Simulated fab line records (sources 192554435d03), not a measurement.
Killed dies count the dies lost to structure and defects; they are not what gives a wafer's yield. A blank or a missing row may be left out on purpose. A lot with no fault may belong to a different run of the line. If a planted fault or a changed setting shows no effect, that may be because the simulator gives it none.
Lot-split experiment / flow n5Finfet / on a route of 1938 steps: 7 lots, 21 wafers read

THE SPLIT
At N5_BEOL_M5_HM_DEP_02 (deposits TiN, target thk 20 nm), the setting targetThkA was moved away from the recipe's 200 angstrom on 7 of the 21 wafers read, by -4.7% to +13.1%. The other wafers ran this setting at the recipe's value.

The reading is taken at the split's own step.

THE READING
TiN_of_BEOL_M5_HM_DEP_02.thkNm (the simulator's own value, which no gauge read), in nm, at N5_BEOL_M5_HM_DEP_02 (deposits TiN, target thk 20 nm). There is no usual value for it anywhere in the file. Across the 14 wafers here that went through the recipe, the average is 20.0 nm and the standard deviation 0.23 nm.

wafer=L075.1; tool, chamber at the split=pvdSputter-01, -; targetThkA as run, angstrom=226.2; against the recipe=+13.1%; TiN_of_BEOL_M5_HM_DEP_02.thkNm, nm=22.6; against lot-mates on the recipe=+2.8
wafer=L075.6; tool, chamber at the split=pvdSputter-01, -; targetThkA as run, angstrom=226.2; against the recipe=+13.1%; TiN_of_BEOL_M5_HM_DEP_02.thkNm, nm=22.6; against lot-mates on the recipe=+2.8
wafer=L075.5; tool, chamber at the split=pvdSputter-01, -; targetThkA as run, angstrom=200; against the recipe=recipe; TiN_of_BEOL_M5_HM_DEP_02.thkNm, nm=19.8; against lot-mates on the recipe=-
wafer=L077.2; tool, chamber at the split=pvdSputter-02, -; targetThkA as run, angstrom=208.4; against the recipe=+4.2%; TiN_of_BEOL_M5_HM_DEP_02.thkNm, nm=21; against lot-mates on the recipe=+0.8
wafer=L077.4; tool, chamber at the split=pvdSputter-02, -; targetThkA as run, angstrom=200; against the recipe=recipe; TiN_of_BEOL_M5_HM_DEP_02.thkNm, nm=20.2; against lot-mates on the recipe=-
wafer=L077.5; tool, chamber at the split=pvdSputter-02, -; targetThkA as run, angstrom=200; against the recipe=recipe; TiN_of_BEOL_M5_HM_DEP_02.thkNm, nm=20.2; against lot-mates on the recipe=-
wafer=L081.2; tool, chamber at the split=pvdSputter-02, -; targetThkA as run, angstrom=200; against the recipe=recipe; TiN_of_BEOL_M5_HM_DEP_02.thkNm, nm=20.2; against lot-mates on the recipe=-
wafer=L081.6; tool, chamber at the split=pvdSputter-02, -; targetThkA as run, angstrom=200; against the recipe=recipe; TiN_of_BEOL_M5_HM_DEP_02.thkNm, nm=20.2; against lot-mates on the recipe=-
wafer=L081.4; tool, chamber at the split=pvdSputter-02, -; targetThkA as run, angstrom=200; against the recipe=recipe; TiN_of_BEOL_M5_HM_DEP_02.thkNm, nm=20; against lot-mates on the recipe=-
wafer=L090.4; tool, chamber at the split=pvdSputter-01, -; targetThkA as run, angstrom=200; against the recipe=recipe; TiN_of_BEOL_M5_HM_DEP_02.thkNm, nm=20; against lot-mates on the recipe=-
wafer=L090.5; tool, chamber at the split=pvdSputter-01, -; targetThkA as run, angstrom=223.2; against the recipe=+11.6%; TiN_of_BEOL_M5_HM_DEP_02.thkNm, nm=22.6; against lot-mates on the recipe=+2.6
wafer=L090.6; tool, chamber at the split=pvdSputter-01, -; targetThkA as run, angstrom=223.2; against the recipe=+11.6%; TiN_of_BEOL_M5_HM_DEP_02.thkNm, nm=22.4; against lot-mates on the recipe=+2.4
wafer=L091.3; tool, chamber at the split=pvdSputter-01, -; targetThkA as run, angstrom=190.5; against the recipe=-4.7%; TiN_of_BEOL_M5_HM_DEP_02.thkNm, nm=18.8; against lot-mates on the recipe=-1.0
wafer=L091.5; tool, chamber at the split=pvdSputter-01, -; targetThkA as run, angstrom=200; against the recipe=recipe; TiN_of_BEOL_M5_HM_DEP_02.thkNm, nm=19.8; against lot-mates on the recipe=-
wafer=L091.6; tool, chamber at the split=pvdSputter-01, -; targetThkA as run, angstrom=190.5; against the recipe=-4.7%; TiN_of_BEOL_M5_HM_DEP_02.thkNm, nm=19.2; against lot-mates on the recipe=-0.6
wafer=L092.1; tool, chamber at the split=pvdSputter-03, -; targetThkA as run, angstrom=200; against the recipe=recipe; TiN_of_BEOL_M5_HM_DEP_02.thkNm, nm=20.2; against lot-mates on the recipe=-
wafer=L092.3; tool, chamber at the split=pvdSputter-03, -; targetThkA as run, angstrom=200; against the recipe=recipe; TiN_of_BEOL_M5_HM_DEP_02.thkNm, nm=19.4; against lot-mates on the recipe=-
wafer=L092.4; tool, chamber at the split=pvdSputter-03, -; targetThkA as run, angstrom=200; against the recipe=recipe; TiN_of_BEOL_M5_HM_DEP_02.thkNm, nm=20; against lot-mates on the recipe=-
wafer=L093.1; tool, chamber at the split=pvdSputter-03, -; targetThkA as run, angstrom=200; against the recipe=recipe; TiN_of_BEOL_M5_HM_DEP_02.thkNm, nm=19.8; against lot-mates on the recipe=-
wafer=L093.3; tool, chamber at the split=pvdSputter-03, -; targetThkA as run, angstrom=200; against the recipe=recipe; TiN_of_BEOL_M5_HM_DEP_02.thkNm, nm=20.2; against lot-mates on the recipe=-
wafer=L093.6; tool, chamber at the split=pvdSputter-03, -; targetThkA as run, angstrom=200; against the recipe=recipe; TiN_of_BEOL_M5_HM_DEP_02.thkNm, nm=20; against lot-mates on the recipe=-

FIT RESULTS
A straight line over all 21 wafers: TiN_of_BEOL_M5_HM_DEP_02.thkNm changes by +0.207 nm for each +1% of targetThkA; r = +0.98; the points scatter about the line by 0.22 nm.
The same after taking each lot's own level away (the mean of its wafers on the recipe; 21 wafers): +0.209 nm for each +1%; r = +0.99; scatter 0.18 nm.
According to that fit, moving targetThkA by its largest amount changes the reading by 2.7 nm.
From 19.80 to 20.20 nm: that is the span of the lots' own levels, equal to 1.8 times the standard deviation above.
The two slopes agree, so the slope changes little with the lot-to-lot level.
Check: with one of the wafers moved furthest among these (+13.1%) left out of the fit, the line predicts +2.75 nm for it against its lot-mates. Against them it came out at +2.8 nm.

OTHER SPLITS ON THESE WAFERS
Before the reading, these wafers also passed through other splits. Each is held against what the fit with the lots' levels taken away leaves over:
other split on the same wafers=N5_BEOL_M1_EXPOSE_08 doseMj; wafers away from the commonest value=9; r with TiN_of_BEOL_M5_HM_DEP_02.thkNm (lot level and that fit taken away)=+0.36
other split on the same wafers=N5_BEOL_M1_ETCH_64 biasW; wafers away from the commonest value=4; r with TiN_of_BEOL_M5_HM_DEP_02.thkNm (lot level and that fit taken away)=+0.23
other split on the same wafers=N5_BEOL_M1_DEP_57 timeS; wafers away from the commonest value=8; r with TiN_of_BEOL_M5_HM_DEP_02.thkNm (lot level and that fit taken away)=-0.10
other split on the same wafers=N5_BEOL_M2_COAT_73 spinRpm; wafers away from the commonest value=7; r with TiN_of_BEOL_M5_HM_DEP_02.thkNm (lot level and that fit taken away)=-0.28
other split on the same wafers=N5_BEOL_M3_TRENCH_ETCH_37 timeS; wafers away from the commonest value=4; r with TiN_of_BEOL_M5_HM_DEP_02.thkNm (lot level and that fit taken away)=-0.34
other split on the same wafers=N5_BEOL_M3_SPUTTER_86 timeS; wafers away from the commonest value=8; r with TiN_of_BEOL_M5_HM_DEP_02.thkNm (lot level and that fit taken away)=-0.24

FILE'S OWN FIT
TiN_of_BEOL_M5_HM_DEP_02.thkNm changes by +0.21 nm for each +1% of targetThkA, r = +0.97.
